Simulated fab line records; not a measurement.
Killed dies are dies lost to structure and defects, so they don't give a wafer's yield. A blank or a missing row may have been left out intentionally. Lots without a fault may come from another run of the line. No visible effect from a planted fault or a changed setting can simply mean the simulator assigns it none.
fab line records | flow nandHarc | part 2 of 2: steps 25 to 30 of 30
[record] lots = 5 | wafers = 15 | lastDay = 23
route steps=1159 shown A_CONTACT@876
lots with no fault: from the same line, run without faults
startH: the number of hours between the record's first day and the start of the first shown wafer of the lot | waitH: how many hours have passed since the lot's step before this one | " as in the row above | L1.1+2: a single row standing in for several wafers | - no value present, or no start provided | * or withheld: withheld | < > ~ a bound
route shown NAME@n: names a module that has steps shown in the file, with the first one's number in the route | usual: mean/standard deviation taken from wafers without a fault | same: alike in all rows | chamber/n: place in a boat | sites: the reading at each site | _std_site: the standard deviation of these | _edge_site: inner sites' mean taken away from outer sites' mean | radiusMm: for every site, how far away it sits from the centre of the wafer | mask NAME#n: copy n | behind: tool/chamber where the wafer was last shaped | hold: what put the lot on hold/how long, in hours/how the hold closed | device: whichever transistor did not switch (one of n, p or np) | end of line: tests of these same wafers at the route's end | a step given without rows: its recipe and nothing more | killed: dies lost to structure and defects at the first sort, not the wafer's yield | map: per-die view of a wafer (x killed, . not killed, _ where there is no die)
set.NAME: the setting the step ran with; set.NAME@STEP: the setting that earlier step ran with | model.NAME: the simulator's own value behind a step, which no gauge read
a table for each step, a row for each wafer; lots at some steps of the route
services: the hour from which a tool's chamber was out of use, counted from the record's first day as startH (under 0 if before that day), plus the number of hours and why
[[steps]]
[step NHARC_A_CONTACT_ETCH_75]
[recipe] targetDepthA = 390 | overEtchFrac = 0.3 | timeS = 65 | ionEnergyEv = 80 | cf4FlowSccm = 150 | arFlowSccm = 0 | rfW = 300 | biasW = 100 | chemistry = CF4
[usual] biasW = 99.99/0.27 | cf4FlowSccm = 149.9/0.46 | drypumpMotorCurrentA = 5.4/0.45 | oesProductAu = 1.005/0.0098 | rfFwdPowerW = 297.8/0.98 | rfVppV = 151.1/1 | showerheadPlenumPTorr = 1.75/0.055 | throttleValvePct = 13.286/0.0092
[same] timeS = 65
lot.wafer | tool       | chamber | startH | waitH | biasW  | cf4FlowSccm | drypumpMotorCurrentA | oesProductAu | rfFwdPowerW | rfHoursCounterH | rfVppV | showerheadPlenumPTorr | throttleValvePct
L077.3    | rieDiel-04 | 3       | 383.48 | 0.2   | 99.61  | 150.2       | 5.3                  | 1.000        | 296.9       | 31              | 150.7  | 1.69                  | 13.267
L077.4    | "          | 0       | "      | "     | 100.06 | 150.3       | 5.6                  | 1.009        | 299.0       | 36              | 151.3  | 1.75                  | 13.288
L077.5    | "          | 0       | "      | "     | 99.92  | 150.1       | 5.6                  | 1.018        | 296.4       | -               | 152.5  | 1.75                  | 13.296
L079.4    | rieDiel-12 | 0       | 393.98 | 0.1   | 100.37 | 149.7       | 5.5                  | 1.003        | 298.2       | 0               | 151.0  | 1.76                  | 13.287
L079.3    | "          | 1       | "      | "     | 99.70  | 149.7       | 4.7                  | 1.016        | 297.6       | 0               | 152.4  | 1.85                  | 13.277
L079.6    | "          | 3       | "      | "     | 99.72  | 150.9       | 6.2                  | 1.006        | 299.4       | -               | 150.4  | 1.69                  | 13.273
L088.3    | rieDiel-12 | 1       | 447.91 | 0.1   | 100.17 | 150.7       | 4.7                  | 0.992        | 299.2       | 10              | 151.5  | 1.85                  | 13.288
L088.1    | "          | 2       | "      | "     | 100.42 | 150.5       | 5.2                  | 1.000        | 296.8       | 10              | 150.9  | 1.73                  | 13.269
L088.6    | "          | 3       | "      | "     | 100.20 | 150.5       | 6.2                  | 0.990        | 298.6       | -               | 149.5  | 1.69                  | 13.298
L092.1    | rieDiel-12 | 1       | 477.15 | 0.1   | 100.12 | 149.9       | 4.7                  | 0.991        | 298.8       | 18              | 151.9  | 1.84                  | 13.277
L092.2    | "          | 3       | "      | "     | 99.72  | 149.8       | 6.2                  | 1.004        | 296.6       | 18              | 150.3  | 1.69                  | 13.263
L092.5    | "          | 0       | "      | "     | 99.84  | 149.8       | 5.5                  | 1.000        | 299.5       | -               | 150.6  | 1.75                  | 13.287
L093.2    | rieDiel-12 | 3       | 482.49 | 0.1   | 100.41 | 150.1       | 6.2                  | 0.990        | 301.2       | 19              | 151.4  | 1.69                  | 13.282
L093.4    | "          | 2       | "      | "     | 99.91  | 150.0       | 5.1                  | 1.004        | 295.9       | 19              | 149.9  | 1.73                  | 13.304
L093.5    | "          | 3       | "      | "     | 100.05 | 150.0       | 6.2                  | 0.998        | 299.5       | -               | 150.2  | 1.69                  | 13.276
[step NHARC_A_CONTACT_ETCH_76]
[recipe] targetDepthA = 2600 | overEtchFrac = 0.3 | timeS = 475.3 | ionEnergyEv = 200 | n2FlowSccm = 150 | h2FlowSccm = 150 | arFlowSccm = 0 | rfW = 400 | biasW = 150 | chemistry = N2/H2
[usual] biasW = 150.0/0.49 | drypumpMotorCurrentA = 5.4/0.45 | oesProductAu = 1.003/0.011 | rfFwdPowerW = 399.7/1.2 | rfVppV = 429.8/2 | showerheadPlenumPTorr = 2.01/0.067 | throttleValvePct = 14.171/0.0098
[same] timeS = 475.3
lot.wafer | tool       | chamber | startH | waitH | biasW | drypumpMotorCurrentA | oesProductAu | rfFwdPowerW | rfHoursCounterH | rfVppV | showerheadPlenumPTorr | throttleValvePct
L077.3    | rieDiel-04 | 0       | -      | -     | 149.2 | 5.6                  | 1.003        | 398.6       | 36              | 429.3  | 2.02                  | 14.169
L077.4    | "          | 1       | "      | "     | 150.1 | 4.9                  | 1.006        | 400.2       | 34              | 430.6  | 2.03                  | 14.164
L077.5    | "          | 3       | "      | "     | 149.6 | 5.3                  | 1.004        | 400.6       | -               | 426.8  | 1.93                  | 14.173
L079.3    | rieDiel-12 | 1       | -      | -     | 150.6 | 4.7                  | 1.004        | 398.0       | 0               | 433.6  | 2.14                  | 14.167
L079.4    | "          | 0       | "      | "     | 150.6 | 5.5                  | 0.992        | 399.5       | 0               | 431.1  | 2.03                  | 14.171
L079.6    | "          | 2       | "      | "     | 149.1 | 5.1                  | 1.006        | 399.2       | -               | 429.0  | 1.99                  | 14.177
L088.3    | rieDiel-12 | 1       | -      | -     | 150.5 | 4.7                  | 0.990        | 400.9       | 10              | 433.3  | 2.14                  | 14.167
L088.1    | "          | 2       | "      | "     | 150.4 | 5.1                  | 0.996        | 399.3       | 10              | 428.9  | 1.99                  | 14.174
L088.6    | "          | 2       | "      | "     | 150.3 | 5.1                  | 1.009        | 398.7       | -               | 429.5  | 1.99                  | 14.167
L092.1    | rieDiel-12 | 3       | -      | -     | 149.5 | 6.2                  | 0.994        | 398.4       | 18              | 427.5  | 1.94                  | 14.174
L092.2    | "          | 2       | "      | "     | 150.0 | 5.2                  | 1.003        | 399.6       | 18              | 429.8  | 1.99                  | 14.167
L092.5    | "          | 0       | "      | "     | 149.6 | 5.5                  | 0.990        | 398.2       | -               | 429.0  | 2.02                  | 14.155
L093.4    | rieDiel-12 | 2       | -      | -     | 150.3 | 5.1                  | 1.004        | 400.6       | 19              | 429.3  | 1.99                  | 14.165
L093.2    | "          | 3       | "      | "     | 150.4 | 6.2                  | 1.005        | 400.6       | 19              | 427.3  | 1.93                  | 14.178
L093.5    | "          | 2       | "      | "     | 150.4 | 5.2                  | 1.002        | 399.3       | -               | 430.1  | 1.99                  | 14.173
[step NHARC_A_CONTACT_ETCH_77]
[recipe] targetDepthA = 726 | timeS = 36.3 | cf4FlowSccm = 100 | chf3FlowSccm = 30 | arFlowSccm = 0 | rfW = 500 | biasW = 200 | chemistry = CF4/CHF3
[usual] biasW = 200.0/0.58 | cf4FlowSccm = 100.01/0.27 | drypumpMotorCurrentA = 5.4/0.45 | oesProductAu = 0.939/0.02 | rfFwdPowerW = 494.4/2 | rfVppV = 369.9/1.7 | showerheadPlenumPTorr = 1.55/0.048 | throttleValvePct = 16.802/0.0086
[same] timeS = 36.3
lot.wafer | tool       | chamber | startH | waitH | biasW | cf4FlowSccm | drypumpMotorCurrentA | oesProductAu | rfFwdPowerW | rfHoursCounterH | rfVppV | showerheadPlenumPTorr | throttleValvePct
L077.3    | rieDiel-04 | 2       | -      | -     | 199.2 | 100.12      | 5.9                  | 0.930        | 491.9       | 36              | 369.1  | 1.55                  | 16.808
L077.4    | "          | 3       | "      | "     | 199.8 | 99.90       | 5.3                  | 0.930        | 493.5       | 31              | 369.5  | 1.50                  | 16.812
L077.5    | "          | 2       | "      | "     | 199.7 | 100.09      | 5.8                  | 0.930        | 493.1       | -               | 369.0  | 1.55                  | 16.809
L079.4    | rieDiel-12 | 0       | -      | -     | 200.3 | 100.02      | 5.5                  | 0.970        | 494.0       | 1               | 371.0  | 1.56                  | 16.804
L079.3    | "          | 2       | "      | "     | 200.3 | 99.85       | 5.2                  | 0.959        | 490.5       | 1               | 369.8  | 1.54                  | 16.804
L079.6    | "          | 3       | "      | "     | 199.5 | 100.14      | 6.2                  | 0.954        | 495.6       | -               | 368.2  | 1.50                  | 16.802
L088.1    | rieDiel-12 | 3       | -      | -     | 200.1 | 100.08      | 6.2                  | 0.961        | 494.6       | 11              | 366.3  | 1.50                  | 16.804
L088.3    | "          | 1       | "      | "     | 199.3 | 100.34      | 4.7                  | 0.953        | 495.9       | 10              | 372.5  | 1.64                  | 16.815
L088.6    | "          | 2       | "      | "     | 199.8 | 100.07      | 5.2                  | 0.964        | 492.0       | -               | 369.6  | 1.54                  | 16.805
L092.2    | rieDiel-12 | 1       | -      | -     | 199.3 | 100.37      | 4.7                  | 0.922        | 494.0       | 18              | 372.1  | 1.64                  | 16.798
L092.1    | "          | 2       | "      | "     | 199.1 | 100.16      | 5.2                  | 0.933        | 494.2       | 18              | 369.5  | 1.54                  | 16.803
L092.5    | "          | 3       | "      | "     | 200.6 | 100.05      | 6.2                  | 0.915        | 495.4       | -               | 369.3  | 1.50                  | 16.816
L093.4    | rieDiel-12 | 3       | -      | -     | 200.0 | 100.31      | 6.2                  | 0.921        | 494.4       | 19              | 366.2  | 1.50                  | 16.804
L093.2    | "          | 0       | "      | "     | 200.3 | 100.28      | 5.5                  | 0.914        | 491.9       | 18              | 370.3  | 1.56                  | 16.781
L093.5    | "          | 3       | "      | "     | 199.9 | 100.45      | 6.2                  | 0.926        | 497.3       | -               | 368.0  | 1.50                  | 16.795
[step NHARC_A_CONTACT_ETCH_78]
[recipe] targetDepthA = 28000 | overEtchFrac = 0.3 | timeS = 728 | ionEnergyEv = 150 | o2FlowSccm = 400 | cosFlowSccm = 20 | arFlowSccm = 0 | rfW = 500 | biasW = 300 | chemistry = O2/COS
[usual] biasW = 300.0/0.82 | drypumpMotorCurrentA = 5.4/0.45 | oesProductAu = 1.005/0.01 | rfFwdPowerW = 499.4/1.4 | rfVppV = 313.7/1.6 | showerheadPlenumPTorr = 3.08/0.096 | throttleValvePct = 28.330/0.0098
[same] timeS = 728
lot.wafer | tool       | chamber | startH | waitH | biasW | drypumpMotorCurrentA | oesProductAu | rfFwdPowerW | rfHoursCounterH | rfVppV | showerheadPlenumPTorr | throttleValvePct
L077.4    | rieDiel-04 | 0       | -      | -     | 300.2 | 5.6                  | 1.014        | 500.5       | 36              | 312.1  | 3.10                  | 28.331
L077.3    | "          | 3       | "      | "     | 300.3 | 5.3                  | 0.998        | 499.5       | 31              | 312.1  | 2.97                  | 28.326
L077.5    | "          | 1       | "      | "     | 300.3 | 4.9                  | 1.015        | 501.6       | -               | 314.3  | 3.11                  | 28.339
L079.4    | rieDiel-12 | 1       | -      | -     | 299.7 | 4.7                  | 1.004        | 498.1       | 1               | 315.8  | 3.27                  | 28.338
L079.3    | "          | 2       | "      | "     | 299.3 | 5.2                  | 1.014        | 499.5       | 1               | 312.7  | 3.06                  | 28.314
L079.6    | "          | 0       | "      | "     | 300.2 | 5.5                  | 0.993        | 501.3       | -               | 314.1  | 3.10                  | 28.318
L088.3    | rieDiel-12 | 2       | -      | -     | 301.1 | 5.2                  | 1.015        | 499.7       | 11              | 313.9  | 3.05                  | 28.318
L088.1    | "          | 1       | "      | "     | 299.9 | 4.7                  | 0.993        | 498.7       | 11              | 316.7  | 3.26                  | 28.325
L088.6    | "          | 1       | "      | "     | 300.8 | 4.7                  | 0.983        | 501.4       | -               | 315.7  | 3.26                  | 28.309
L092.1    | rieDiel-12 | 0       | -      | -     | 300.5 | 5.5                  | 0.995        | 499.1       | 17              | 313.1  | 3.10                  | 28.348
L092.2    | "          | 1       | "      | "     | 299.1 | 4.7                  | 0.996        | 498.6       | 18              | 316.4  | 3.26                  | 28.329
L092.5    | "          | 0       | "      | "     | 300.2 | 5.5                  | 0.998        | 500.1       | -               | 313.7  | 3.10                  | 28.326
L093.4    | rieDiel-12 | 3       | -      | -     | 298.9 | 6.2                  | 1.007        | 499.5       | 19              | 313.2  | 2.97                  | 28.343
L093.2    | "          | 1       | "      | "     | 300.0 | 4.7                  | 1.007        | 500.7       | 19              | 315.5  | 3.26                  | 28.328
L093.5    | "          | 2       | "      | "     | 300.0 | 5.2                  | 1.013        | 499.8       | -               | 311.8  | 3.05                  | 28.329
[step NHARC_A_CONTACT_ETCH_124]
[recipe] sourceW = withheld | pressureMtorr = 20 | biasV = withheld | timeS = 140 | targetDepthA = 7000 | arFlowSccm = withheld | c4f8FlowSccm = withheld | o2FlowSccm = withheld | chemistry = C4F8/O2/Ar
[same] timeS = 140
lot.wafer | tool          | chamber | startH | waitH | rfHoursCounterH
L077.4    | harCapEtch-03 | 0       | 384.95 | -     | -
L077.3    | "             | 1       | "      | "     | -
L077.5    | "             | 1       | "      | "     | -
L079.3    | harCapEtch-01 | 1       | 395.40 | -     | -
L079.4    | "             | 0       | "      | "     | -
L079.6    | "             | 0       | "      | "     | -
L088.1    | harCapEtch-01 | 1       | 449.22 | -     | 70
L088.3    | "             | 0       | "      | "     | -
L088.6    | "             | 0       | "      | "     | -
L092.1    | harCapEtch-02 | 1       | 478.18 | -     | 31
L092.2    | "             | 0       | "      | "     | 31
L092.5    | "             | 1       | "      | "     | -
L093.2    | harCapEtch-02 | 0       | 483.54 | -     | 32
L093.4    | "             | 0       | "      | "     | -
L093.5    | "             | 0       | "      | "     | -
[step NHARC_A_CONTACT_ETCH_125]
[recipe] sourceW = withheld | pressureMtorr = 20 | biasV = 1200 | timeS = 155 | targetDepthA = 9560 | arFlowSccm = withheld | c4f8FlowSccm = withheld | o2FlowSccm = withheld | chemistry = C4F8/O2/Ar
[same] timeS = 155
lot.wafer | tool          | chamber | startH | waitH | rfHoursCounterH
L077.4    | harCapEtch-03 | 0       | 385.13 | 0.1   | -
L077.3    | "             | 1       | "      | "     | -
L077.5    | "             | 1       | "      | "     | -
L079.3    | harCapEtch-01 | 1       | 395.59 | 0.1   | -
L079.4    | "             | 0       | "      | "     | -
L079.6    | "             | 0       | "      | "     | -
L088.1    | harCapEtch-01 | 1       | 449.42 | 0.2   | 70
L088.3    | "             | 0       | "      | "     | -
L088.6    | "             | 0       | "      | "     | -
L092.1    | harCapEtch-02 | 1       | 478.38 | 0.2   | 31
L092.2    | "             | 0       | "      | "     | 31
L092.5    | "             | 1       | "      | "     | -
L093.2    | harCapEtch-02 | 0       | 483.74 | 0.2   | 32
L093.4    | "             | 0       | "      | "     | -
L093.5    | "             | 0       | "      | "     | -
[[services]]
tool           | chamber | startH | hours | kind
rieDiel-02     | 3       | 355.31 | 12.3  | repair
rieDiel-04     | 3       | 359.07 | 13.1  | repair
arfiScanner-01 | -       | 368.00 | 4.0   | pm
wetBench-05    | -       | 372.80 | 8.0   | pm
pecvd-04       | -       | 376.33 | 13.0  | pm
rieDiel-12     | 1       | 377.90 | 11.2  | repair
rieDiel-12     | -       | 379.40 | 9.0   | pm
wetBench-01    | -       | 379.90 | 0.9   | repair
pecvd-02       | -       | 380.66 | 0.7   | repair
wetBench-01    | -       | 389.60 | 8.0   | pm
arfiScanner-03 | -       | 390.61 | 3.9   | repair
arfiScanner-02 | -       | 402.51 | 0.8   | repair
aclDep-03      | -       | 405.58 | 13.0  | pm
pecvd-03       | 1       | 411.13 | 9.1   | repair
arfiScanner-03 | -       | 421.89 | 0.6   | repair
pecvd-02       | -       | 430.98 | 1.4   | repair
lithoTrack-01  | -       | 443.00 | 7.0   | pm
wetBench-06    | -       | 458.60 | 3.1   | repair
rieDiel-04     | -       | 465.99 | 9.0   | pm
lithoTrack-06  | -       | 467.00 | 7.0   | pm
arfiScanner-01 | -       | 473.22 | 1.1   | repair
rieDiel-02     | 1       | 476.65 | 8.6   | repair
wetBench-06    | -       | 481.60 | 8.0   | pm
rieDiel-04     | 1       | 482.68 | 7.7   | repair
